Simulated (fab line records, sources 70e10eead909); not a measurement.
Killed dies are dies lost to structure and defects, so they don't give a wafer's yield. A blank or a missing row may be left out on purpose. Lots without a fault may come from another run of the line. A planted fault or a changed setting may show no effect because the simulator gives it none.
Chamber matching | flow nand_harc | NHARC_P_GATE_DEP_103 on pecvd-02: 3 sister chambers
The step deposits SiON, target thk 30 nm. 6 wafers are shown with their chamber, then 12 later ones without.

WAFERS WITH THEIR CHAMBER
wafer  | chamber | heater_power_w (W)
L093.1 | 0       | 659
L093.5 | 2       | 890
L093.6 | 1       | 698
L093.2 | 2       | 887
L093.3 | 1       | 702
L093.4 | 0       | 661

WAFERS WITHOUT THEIR CHAMBER
wafer  | heater_power_w (W)
L094.2 | 680
L094.4 | 779
L094.5 | 844
L095.1 | 700
L095.2 | 876
L095.4 | 706
L096.1 | 592
L096.3 | 675
L096.6 | 606
L096.2 | 826
L096.4 | 693
L096.5 | 819

WHICH CHAMBER EACH WENT THROUGH
wafer  | from the rows above     | in truth
L094.2 | can't be placed: 0 or 1 | 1
L094.4 | 1                       | 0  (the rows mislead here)
L094.5 | 2                       | 2
L095.1 | 1                       | 1
L095.2 | 2                       | 2
L095.4 | 1                       | 1
L096.1 | 0                       | 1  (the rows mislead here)
L096.3 | 0                       | 0
L096.6 | 0                       | 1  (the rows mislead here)
L096.2 | 2                       | 2
L096.4 | 1                       | 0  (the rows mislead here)
L096.5 | 2                       | 2
Placed correctly: 7 of 12. Can't be placed from these rows: 1 (the true chamber is among the candidates in 1). Placed wrongly: 4.
How it was worked out, from the rows above alone: a wafer's distance from a chamber is the root of the sum, over the readings, of the square of ((its reading less the chamber's mean) divided by the reading's scatter). The wafer belongs to the nearest chamber; if the next one is less than 2 further off, it can't be placed. A chamber's mean is the mean of its shown wafers. The scatter: the root of (the sum of the squares of (reading less its chamber's mean) over the shown wafers, divided by (wafers less chambers)).
